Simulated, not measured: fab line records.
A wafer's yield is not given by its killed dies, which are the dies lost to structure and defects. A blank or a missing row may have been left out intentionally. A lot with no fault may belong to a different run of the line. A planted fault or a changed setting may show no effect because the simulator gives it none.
Chamber matching + flow n5 finfet + N5_MOL_CONTACT_COAG_CMP_52 on cmp-04: 4 sister chambers
The step polishes, stops on SiO2, t overpolish 1.5 s, target thk 66.5 nm. 4 wafers are shown with their chamber, then 10 later ones without.

## WAFERS PAIRED WITH THEIR CHAMBERS
| wafer  | chamber | motor current A (A) |
|--------|---------|---------------------|
| L086.6 | 1       | 11.1                |
| L089.5 | 3       | 12.3                |
| L091.3 | 2       | 10.3                |
| L091.4 | 0       | 13.5                |

## WAFERS WHOSE CHAMBER IS MISSING
| wafer  | motor current A (A) |
|--------|---------------------|
| L091.6 | 11.2                |
| L093.3 | 10.8                |
| L093.4 | 10.8                |
| L093.6 | 13.0                |
| L095.1 | 14.3                |
| L095.3 | 10.0                |
| L095.5 | 10.9                |
| L095.2 | 11.6                |
| L095.4 | 10.9                |
| L095.6 | 14.3                |

## WHICH CHAMBER EACH ONE RAN IN
| wafer  | from the rows above          | in truth |
|--------|------------------------------|----------|
| L091.6 | can't be placed: 1 or 2      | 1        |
| L093.3 | can't be placed: 1 or 2      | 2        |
| L093.4 | can't be placed: 1 or 2      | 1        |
| L093.6 | can't be placed: 0 or 3      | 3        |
| L095.1 | 0                            | 0        |
| L095.3 | can't be placed: 2 or 1      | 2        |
| L095.5 | can't be placed: 1 or 2      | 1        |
| L095.2 | can't be placed: 1 or 3 or 2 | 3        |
| L095.4 | can't be placed: 1 or 2      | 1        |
| L095.6 | 0                            | 0        |
Correct placement for 2 of the 10. From these rows, 8 cannot be placed; in 8 the true chamber is one of the candidates. Wrongly placed: 0.
How it was worked out, from the rows above alone: a wafer's distance from a chamber is the root of the sum, over the readings, of the square of ((its reading less the chamber's mean) divided by the reading's scatter). The wafer belongs to the nearest chamber; if the next one is less than 2 further off, it can't be placed. For every chamber, the mean is computed from those of its wafers that are shown. The scatter: with one shown wafer a chamber, the root of the mean of the squares of how far each hidden wafer lies from its nearest shown one.
